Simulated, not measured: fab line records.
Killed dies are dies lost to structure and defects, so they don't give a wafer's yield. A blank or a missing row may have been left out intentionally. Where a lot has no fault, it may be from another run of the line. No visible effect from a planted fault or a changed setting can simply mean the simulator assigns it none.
Matching of chambers    flow nandHarc    NHARC_A_SLIT_ETCH_24 on rieDiel-12 has 4 sister chambers
The step etches the open film in CF4/CHF3, target depth 121 nm, time 60.5 s. 4 wafers are shown with their chamber, then 7 later ones without.

EACH WAFER AND ITS CHAMBER
wafer   chamber  drypumpMotorCurrentA (A)
L325.2  1        6.5
L325.6  2        4.9
L326.2  3        6.2
L326.3  0        6.0

WAFERS MISSING THEIR CHAMBER
wafer   drypumpMotorCurrentA (A)
L326.5  6.5
L327.3  5.9
L327.5  5.0
L327.6  6.5
L328.2  6.5
L328.4  5.0
L328.5  5.0

WHICH CHAMBER EACH ONE RAN IN
wafer   from the rows above  in truth
L326.5  1                    1
L327.3  0                    0
L327.5  2                    2
L327.6  1                    1
L328.2  1                    1
L328.4  2                    2
L328.5  2                    2
Correctly placed: 7 of 7. Not placeable from these rows: 0. Placed wrongly: 0.
How it was worked out, from the rows above alone: a wafer's distance from a chamber is the root of the sum, over the readings, of the square of ((its reading less the chamber's mean) divided by the reading's scatter). If the next closest chamber is less than 2 further off than the closest, the wafer can't be placed; otherwise it belongs to the closest. The mean given for a chamber averages the wafers shown for that chamber. The scatter (one wafer shown for each chamber): square how far every hidden wafer sits from the nearest shown wafer, average those squares and take the square root.
